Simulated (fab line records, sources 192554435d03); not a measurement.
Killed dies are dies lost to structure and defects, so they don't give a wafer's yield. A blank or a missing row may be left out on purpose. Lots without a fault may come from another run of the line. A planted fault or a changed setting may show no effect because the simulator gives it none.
fab line records | flow n5_finfet
record lots=10 wafers=25 last_day=17
route steps=1938 shown BEOL_M1@790 BEOL_M4@1111 PASSIVATION@1936
lots that met no fault: from a run of the same line without faults
start_h: hours from the record's first day to the start of the lot's first wafer shown | wait_h: hours since the lot's step before | " the same as in the row above | L1.1+2: a row that stands for several wafers | - no value, or no start given | * or withheld: withheld | < > ~ a bound
route shown NAME@n: a module of which the file shows steps, and the number in the route of the first | usual: mean/standard deviation of fault-free wafers | same: alike in all rows | chamber/n: place in a boat | sites: the reading at each site | _std_site: their standard deviation | _edge_site: outer sites' mean less inner sites' | radius_mm: how far each site lies from the wafer's centre | mask NAME#n: copy n | behind: the tool/chamber that last shaped the wafer | hold: why the lot was held/for how many hours/how that ended | device: the transistor (n, p or np) that didn't switch | end of line: the same wafers' tests at the end of the route | a step without rows: its recipe alone | killed: dies lost to structure and defects at the first sort, not the wafer's yield | map: a wafer's dies, x killed, . not, _ none there
set.NAME: the setting as run; set.NAME@STEP: as run at that earlier step | model.NAME: the simulator's own value behind a step, which no gauge read
steps of the route over a sample of lots; a table a step, a row a wafer
services: from which hour (start_h, from the record's first day; less than 0 if before it) a tool's chamber was out of use, for how many hours, and why
## steps
# step N5_BEOL_M1_ETCH_77
# recipe chemistry=N2/H2 target=underlayer target_depth_a=65 mask_material=CAR-EUV time_s=5.2 ion_energy_ev=200 pressure_mtorr=30 source_w=840 bias_w=150 n2_flow_sccm=200 h2_flow_sccm=200 ends=cleared
# usual drypump_motor_current_A=5.6/0.46 etch_rf_on_time_s=5.32/0.17 oes_product_au=0.67/0.072 rf_vpp_V=523/3.3 showerhead_plenum_p_Torr=2.50/0.11 throttle_valve_pct=17.92/0.3
# columns lot.wafer tool chamber start_h wait_h drypump_motor_current_A etch_rf_on_time_s oes_product_au rf_hours_counter_h rf_vpp_V showerhead_plenum_p_Torr throttle_valve_pct
L127.4 rie_diel-06 1 130.48 0.0 5.4 5.04 0.70 82 531 2.65 17.45
L127.5 " 3 " " 4.8 5.05 0.72 - 526 2.56 17.74
L127.6 " 0 " " 6.3 5.23 0.61 - 520 2.43 18.35
L130.2 rie_diel-06 3 144.17 0.0 4.8 5.11 0.72 81 525 2.56 17.76
L130.3 " 2 " " 4.7 5.54 0.59 216 525 2.52 18.19
L131.1 rie_diel-06 2 153.75 0.0 4.7 5.54 0.59 220 525 2.51 18.20
L131.2 " 1 " " 5.4 4.94 0.71 90 526 2.65 17.47
L132.3 rie_diel-02 2 157.90 0.0 5.6 5.28 0.72 68 520 2.45 17.76
L132.5 " 2 " " 5.7 5.24 0.72 - 522 2.45 17.75
L133.1 rie_diel-03 2 163.11 0.0 5.3 5.33 0.73 37 525 2.48 17.80
L133.6 " 2 " " 5.2 5.37 0.73 - 522 2.48 17.80
L135.4 rie_diel-02 2 169.62 0.0 5.7 5.26 0.71 - 521 2.45 17.79
L135.5 " 1 " " 5.5 5.35 0.58 - 523 2.49 18.22
L138.2 rie_diel-06 3 197.47 0.0 4.8 5.02 0.71 97 525 2.55 17.81
L138.3 " 2 " " 4.7 5.53 0.58 232 524 2.51 18.22
L138.6 " 1 " " 5.4 5.01 0.69 - 529 2.64 17.49
L142.1 rie_diel-03 3 217.49 0.0 6.4 5.45 0.57 248 520 2.39 17.88
L142.3 " 2 " " 5.3 5.24 0.71 60 523 2.47 17.81
L142.5 " 2 " " 5.3 5.32 0.70 - 521 2.47 17.83
L146.3 rie_diel-02 2 245.30 0.0 5.6 5.33 0.69 95 522 2.44 17.81
L146.4 " 0 " " 5.7 5.24 0.62 - 519 2.35 18.33
L146.6 " 3 " " 6.0 5.47 0.77 - 524 2.61 17.57
L149.2 rie_diel-02 3 264.06 0.0 6.0 5.48 0.77 28 526 2.61 17.58
L149.4 " 1 " " 5.4 5.37 0.82 0 522 2.49 17.76
L149.6 " 2 " " 5.6 5.27 0.69 - 522 2.44 17.82
# step N5_BEOL_M1_ETCH_70
# recipe chemistry=N2/H2 target=SOC target_depth_a=800 overetch_a=160 mask_material=SiARC temp_c=40 time_s=120 ion_energy_ev=200 pressure_mtorr=30 source_w=840 bias_w=150 n2_flow_sccm=200 h2_flow_sccm=200
# usual drypump_motor_current_A=5.5/0.55 oes_product_au=0.60/0.058 rf_vpp_V=523/3.1 run_length_s=143.5/0.42 showerhead_plenum_p_Torr=2.52/0.11 throttle_valve_pct=17.84/0.26
# columns lot.wafer tool chamber start_h wait_h drypump_motor_current_A oes_product_au rf_hours_counter_h rf_vpp_V run_length_s showerhead_plenum_p_Torr throttle_valve_pct
L127.4 rie_diel-06 0 130.84 0.0 6.2 0.55 208 520 143.2 2.43 18.34
L127.5 " 2 " " 4.7 0.55 - 523 144.0 2.52 18.13
L127.6 " 1 " " 5.4 0.63 - 528 143.0 2.65 17.41
L130.2 rie_diel-02 1 147.27 0.0 5.5 0.53 220 524 143.2 2.50 18.15
L130.3 " 0 " " 5.7 0.58 131 518 143.0 2.36 18.24
L131.1 rie_diel-02 3 155.19 0.0 6.0 0.54 249 527 143.6 2.62 17.95
L131.2 " 0 " " 5.7 0.58 133 518 143.5 2.36 18.24
L132.3 rie_diel-06 1 158.15 0.0 5.4 0.61 91 528 142.9 2.65 17.42
L132.5 " 1 " " 5.4 0.61 - 528 143.2 2.65 17.41
L133.1 rie_diel-06 2 164.18 0.0 4.7 0.54 223 523 143.9 2.51 18.16
L133.6 " 3 " " 4.8 0.64 - 526 143.5 2.56 17.73
L135.4 rie_diel-03 1 172.07 0.0 5.0 0.69 24 528 143.7 2.72 17.57
L135.5 " 2 " " 5.3 0.67 - 522 143.8 2.48 17.76
L138.2 rie_diel-03 3 201.54 0.0 6.5 0.53 241 520 143.4 2.40 17.81
L138.3 " 1 " " 5.1 0.67 36 528 143.9 2.71 17.61
L138.6 " 2 " " 5.3 0.65 - 521 143.5 2.47 17.77
L142.1 rie_diel-03 3 220.57 0.0 6.5 0.52 249 521 142.9 2.39 17.83
L142.3 " 1 " " 5.0 0.66 44 529 143.6 2.71 17.60
L142.5 " 2 " " 5.3 0.64 - 521 143.2 2.47 17.80
L146.3 rie_diel-03 1 246.07 0.0 5.0 0.65 54 528 144.0 2.70 17.63
L146.4 " 1 " " 5.0 0.84 - 527 110.6 2.70 17.67
L146.6 " 3 " " 6.5 0.66 - 519 109.7 2.39 17.86
L149.2 rie_diel-03 1 265.24 0.0 5.0 0.64 62 528 143.5 2.70 17.63
L149.4 " 2 " " 5.3 0.81 - 520 110.0 2.46 17.84
L149.6 " 1 " " 5.0 0.82 - 527 110.8 2.70 17.68
# step N5_BEOL_M1_STRIP_36
# recipe chemistry=N2/H2 power_w=450 temp_c=40 pressure_mtorr=20 rf_frequency_hz=6e+07 overash_fraction=0.3 bias_power_w=7 h2_frac=0.5 n2_flow_sccm=200 h2_flow_sccm=200
# usual drypump_motor_current_A=5.5/0.55 oes_product_au=0.79/0.081 rf_vpp_V=59.2/1.4 showerhead_plenum_p_Torr=2.52/0.11 throttle_valve_pct=23.6/0.32
# columns lot.wafer tool chamber start_h wait_h drypump_motor_current_A oes_product_au rf_hours_counter_h rf_vpp_V showerhead_plenum_p_Torr throttle_valve_pct
L127.4 rie_diel-06 0 131.00 0.0 6.2 0.72 208 58.6 2.43 24.2
L127.5 " 2 " " 4.8 0.70 - 59.9 2.51 24.1
L127.6 " 1 " " 5.4 0.80 - 58.2 2.65 23.1
L130.2 rie_diel-02 1 147.43 0.0 5.4 0.72 220 57.8 2.49 23.9
L130.3 " 0 " " 5.7 0.75 131 59.5 2.36 24.2
L131.1 rie_diel-02 3 155.35 0.0 6.0 0.67 249 59.9 2.62 23.7
L131.2 " 0 " " 5.7 0.76 134 57.0 2.36 24.2
L132.3 rie_diel-06 1 158.31 0.0 5.4 0.79 91 58.0 2.64 23.1
L132.5 " 1 " " 5.4 0.80 - 59.7 2.64 23.1
L133.1 rie_diel-06 2 164.34 0.0 4.7 0.70 223 58.5 2.51 24.1
L133.6 " 3 " " 4.8 0.83 - 56.1 2.55 23.4
L135.4 rie_diel-03 2 172.25 0.0 5.3 0.88 - 57.1 2.47 23.4
L135.5 " 3 " " 6.5 0.70 - 57.8 2.40 23.5
L138.2 rie_diel-03 3 201.70 0.0 6.5 0.70 241 57.9 2.39 23.5
L138.3 " 1 " " 5.1 0.88 36 59.9 2.71 23.5
L138.6 " 2 " " 5.3 0.87 - 62.1 2.47 23.4
L142.1 rie_diel-03 3 220.73 0.0 6.4 0.69 249 57.4 2.39 23.5
L142.3 " 1 " " 5.0 0.86 44 60.4 2.70 23.5
L142.5 " 2 " " 5.3 0.86 - 59.7 2.47 23.4
L146.3 rie_diel-03 1 246.23 0.0 5.0 0.83 54 59.7 2.70 23.5
L146.4 " 1 " " 5.0 0.86 - 59.1 2.70 23.5
L146.6 " 3 " " 6.5 0.69 - 57.6 2.39 23.5
L149.2 rie_diel-03 1 265.40 0.0 5.1 0.85 62 57.0 2.69 23.6
L149.4 " 2 " " 5.3 0.82 - 58.6 2.46 23.5
L149.6 " 1 " " 5.0 0.83 - 61.4 2.69 23.5
# step N5_BEOL_M1_ETCH_41
# recipe chemistry=CH3F/O2 target=SiCN target_depth_a=319 taper_deg=2 time_s=57.8 ion_energy_ev=120 mask_material=TiN pressure_mtorr=30 source_w=395 bias_w=75 Ar_flow_sccm=150 CH3F_flow_sccm=30 O2_flow_sccm=20
# usual drypump_motor_current_A=5.5/0.56 oes_product_au=0.78/0.08 rf_vpp_V=297.0/1.9 run_length_s=81.3/0.41 showerhead_plenum_p_Torr=1.98/0.092 throttle_valve_pct=16.39/0.23
# columns lot.wafer tool chamber start_h wait_h drypump_motor_current_A oes_product_au rf_hours_counter_h rf_vpp_V run_length_s showerhead_plenum_p_Torr throttle_valve_pct
L127.4 rie_diel-06 0 - - 6.2 0.72 208 296.3 81.7 1.89 16.74
L127.5 " 2 " " 4.7 0.69 - 297.0 81.8 1.99 16.65
L127.6 " 1 " " 5.4 0.83 - 298.5 81.3 2.12 16.22
L130.2 rie_diel-02 1 - - 5.5 0.70 220 297.5 80.9 1.98 16.80
L130.3 " 0 " " 5.7 0.75 131 294.0 81.3 1.85 16.58
L131.1 rie_diel-02 3 - - 6.0 0.66 249 298.8 81.4 2.08 16.61
L131.2 " 0 " " 5.7 0.75 134 294.9 80.9 1.85 16.61
L132.3 rie_diel-06 1 - - 5.4 0.81 92 298.7 80.8 2.12 16.21
L132.5 " 1 " " 5.4 0.81 - 299.7 80.7 2.12 16.22
L133.1 rie_diel-06 2 - - 4.7 0.69 223 297.3 81.6 1.99 16.67
L133.6 " 3 " " 4.7 0.85 - 296.5 81.3 2.00 16.28
L135.4 rie_diel-03 2 - - 5.3 0.85 - 296.7 81.3 1.95 16.36
L135.5 " 3 " " 6.5 0.69 - 295.5 80.8 1.88 16.33
L138.2 rie_diel-03 3 - - 6.5 0.68 241 296.2 81.0 1.87 16.37
L138.3 " 1 " " 5.0 0.87 37 298.8 81.6 2.12 16.02
L138.6 " 2 " " 5.3 0.85 - 296.0 81.1 1.95 16.39
L142.1 rie_diel-03 3 - - 6.5 0.67 249 294.7 80.9 1.87 16.38
L142.3 " 1 " " 5.0 0.85 44 300.4 81.7 2.12 16.03
L142.5 " 2 " " 5.3 0.83 - 297.5 81.7 1.95 16.39
L146.3 rie_diel-03 1 - - 5.0 0.84 54 297.2 81.6 2.12 16.07
L146.4 " 1 " " 5.0 0.84 - 299.0 81.6 2.12 16.04
L146.6 " 3 " " 6.4 0.67 - 295.4 80.8 1.87 16.41
L149.2 rie_diel-03 1 - - 5.0 0.83 62 300.6 81.3 2.11 16.06
L149.4 " 2 " " 5.3 0.82 - 296.4 81.4 1.94 16.43
L149.6 " 1 " " 5.0 0.84 - 300.6 81.5 2.11 16.05
# step N5_BEOL_M4_RC_MEAS_101
# usual DIBL_N=36.0/1.9 DIBL_P=35.6/2.4 IOFF_N=0.16/0.036 IOFF_P=0.21/0.04 ION_N=673/14 ION_P=460/8.9 SS_N=71.5/0.67 SS_P=73.2/0.73 VT_N=249/3.6 VT_P=-250/3.7
# columns lot.wafer tool chamber start_h wait_h DIBL_N[mV/V] DIBL_P[mV/V] IOFF_N[nA/um] IOFF_P[nA/um] ION_N[uA/um] ION_P[uA/um] SS_N[mV/dec] SS_P[mV/dec] VT_N[mV] VT_P[mV]
L127.4 prober-02 0 169.38 0.5 35.0 35.2 0.15 0.16 683 458 72.3 72.4 252 -255
L127.5 " 0 " " 31.5 31.6 0.10 0.12 661 449 70.8 71.6 259 -261
L127.6 " 0 " " 34.7 35.5 0.14 0.16 668 456 71.4 72.9 252 -256
L130.2 prober-01 0 184.11 0.2 33.6 33.5 0.14 0.19 665 457 70.7 72.8 250 -251
L130.3 " 0 " " 33.5 33.5 0.15 0.19 677 464 71.2 73.3 249 -249
L131.1 prober-01 0 190.21 0.0 36.7 37.2 0.18 0.23 685 469 72.5 73.4 247 -248
L131.2 " 0 " " 34.4 34.3 0.12 0.18 660 457 71.1 73.0 254 -251
L132.3 prober-02 0 193.70 0.3 36.6 37.3 0.16 0.23 659 465 71.3 73.2 249 -249
L132.5 " 0 " " 34.7 34.8 0.13 0.19 662 457 70.4 72.6 254 -251
L133.1 prober-02 0 200.89 0.0 36.5 36.3 0.15 0.19 666 454 71.7 73.6 250 -254
L133.6 " 0 " " 36.1 36.6 0.15 0.20 663 454 72.0 73.5 250 -251
L135.4 prober-01 0 218.89 0.5 37.1 36.2 0.19 0.24 695 478 71.9 72.7 241 -245
L135.5 " 0 " " 35.8 35.0 0.17 0.23 701 485 71.5 73.0 244 -247
L138.2 prober-01 0 231.46 0.2 37.1 36.9 0.19 0.23 683 465 71.3 74.6 246 -250
L138.3 " 0 " " 40.2 39.4 0.22 0.28 673 464 71.7 74.8 246 -246
L138.6 " 0 " " 37.7 37.0 0.19 0.22 681 464 71.9 74.1 247 -247
L142.1 prober-02 0 263.30 0.0 37.0 35.8 0.16 0.21 688 469 72.1 74.6 249 -250
L142.3 " 0 " " 29.9 26.3 0.08 0.11 658 453 68.8 71.2 255 -257
L142.5 " 0 " " 36.2 34.4 0.14 0.19 670 457 71.8 73.5 251 -250
L146.3 prober-01 0 288.31 0.3 34.9 34.2 0.14 0.20 675 460 71.4 72.7 249 -253
L146.4 " 0 " " 33.1 31.7 0.11 0.16 653 455 70.2 72.9 256 -254
L146.6 " 0 " " 35.0 33.4 0.13 0.18 667 455 71.5 73.9 252 -256
L149.2 prober-02 0 310.84 0.2 34.9 36.5 0.16 0.20 684 467 71.0 72.7 248 -249
L149.4 " 0 " " 34.4 35.7 0.15 0.19 678 459 71.3 72.7 251 -254
L149.6 " 0 " " 34.5 35.4 0.14 0.18 664 456 71.2 72.9 250 -253
# step N5_PASSIVATION_PROBE_49
# usual defect_limited_yield=91.2/1.4 killed_at_M0_to_M3=32/9.3 killed_at_M4_up=14/4.9 killed_at_contacts=15/7.5 killed_at_front_end=40/11 killed_at_other=4/3.3 killed_dies=104/17 killed_open=68/14 killed_short=33/7.9 sort_bin_5_function=5.2/0.99 sort_bin_6_memory=3.2/0.65 sort_n_pass=1076/17 sort_yield_pct=91.1/1.5
# same gross_dies=1180 killed_at_back_side=0 sort_bin_4_leakage[%]=0 sort_bin_8_speed[%]=0
# columns lot.wafer tool chamber start_h wait_h defect_limited_yield[%] killed_at_M0_to_M3 killed_at_M4_up killed_at_contacts killed_at_front_end killed_at_other killed_dies killed_open killed_short sort_bin_5_function[%] sort_bin_6_memory[%] sort_n_pass sort_yield_pct[%]
L146.3 prober-01 - 390.79 0.1 90.7 46 13 8 29 14 110 61 39 6.1 3.1 1070 90.7
L146.4 prober-01 - 390.84 0.2 90.6 48 7 14 38 4 111 64 35 4.9 3.3 1069 90.6
L146.6 prober-01 - 390.94 0.3 90.8 31 18 8 44 7 108 63 41 5.8 3.2 1072 90.8
# killed by level:class
L146.3 BEOL_M0_SAQP:geometric_particle:open=13 BEOL_M1:geometric_particle:open=11 BEOL_M0_SAQP:geometric_particle:short=10 PASSIVATION:area_etch=10 FIN_SAQP:geometric_particle:short=8 STI_FIN_REVEAL:geometric_particle:open=6 MOL_CONTACT_COAG:geometric_particle:open=6 BEOL_M4:geometric_particle:open=6
L146.4 MOL_CONTACT_COAG:geometric_particle:open=12 BEOL_M0_SAQP:geometric_particle:open=12 BEOL_M1:geometric_particle:open=12 HKMG_FIN:area_etch=12 BEOL_M0_SAQP:geometric_particle:short=8 FIN_SAQP:geometric_particle:open=7 BEOL_M1:geometric_particle:short=6 STARTING-WAFER:geometric_particle:open=4
L146.6 BEOL_M0_SAQP:geometric_particle:short=11 STI_FIN_REVEAL:geometric_particle:open=9 FIN_SAQP:geometric_particle:open=8 BEOL_M0_SAQP:geometric_particle:open=7 BEOL_M5:geometric_particle:open=7 MOL_CONTACT_COAG:geometric_particle:open=6 BEOL_M1:geometric_particle:open=6 GATE_CUT:geometric_particle:short=5
## services
# columns tool chamber start_h hours kind
rie_diel-03 0 115.96 8.9 repair
rie_diel-02 3 159.07 - clean
rie_diel-02 3 159.07 - consumable_replace:focus_ring
rie_diel-02 3 159.07 16.3 scheduled_down
rie_diel-02 3 159.07 16.3 vent_cycle
rie_diel-06 0 163.38 9.6 repair
rie_diel-02 1 245.26 - clean
rie_diel-02 1 245.26 - consumable_replace:focus_ring
rie_diel-02 1 245.26 17.8 scheduled_down
rie_diel-02 1 245.26 17.8 vent_cycle
rie_diel-03 3 257.80 - clean
rie_diel-03 3 257.80 - consumable_replace:focus_ring
rie_diel-03 3 257.80 - consumable_replace:showerhead
rie_diel-03 3 257.80 16.7 scheduled_down
rie_diel-03 3 257.80 16.7 vent_cycle
rie_diel-06 2 262.16 - clean
rie_diel-06 2 262.16 - consumable_replace:focus_ring
rie_diel-06 2 262.16 25.1 scheduled_down
rie_diel-06 2 262.16 25.1 vent_cycle
## key
first_sign step=N5_BEOL_M1_ETCH_70 reading=run_length_s direction=down sigmas=79 usual=* struck=*
effect step=N5_BEOL_M1_ETCH_70 reading=oes_product_au direction=up sigmas=3.1 usual=0.60 struck=0.78
met_at N5_BEOL_M1_ETCH_70
struck_lots L146,L149
struck_wafers L146.4,L146.6,L149.4,L149.6
baseline_loss step=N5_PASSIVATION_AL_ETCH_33 wafers=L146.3
baseline_loss step=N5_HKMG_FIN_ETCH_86 wafers=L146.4
not_acting_at N5_BEOL_M1_ETCH_77,N5_BEOL_M1_STRIP_36,N5_BEOL_M1_ETCH_41
onset_between 220.57 246.07
fault kind=process_parameter_drift tool=rie_diel-03 chamber=- onset_h=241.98 steps=N5_BEOL_M1_ETCH_70 channel=time_s offset=* shape=step end_h=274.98 scope=struck_wafers_only acts_in=* stated=*
# baseline_loss: these wafers lose ten dies or more at that step, a loss of the line's own and not of a fault; the sort's usual values leave them out
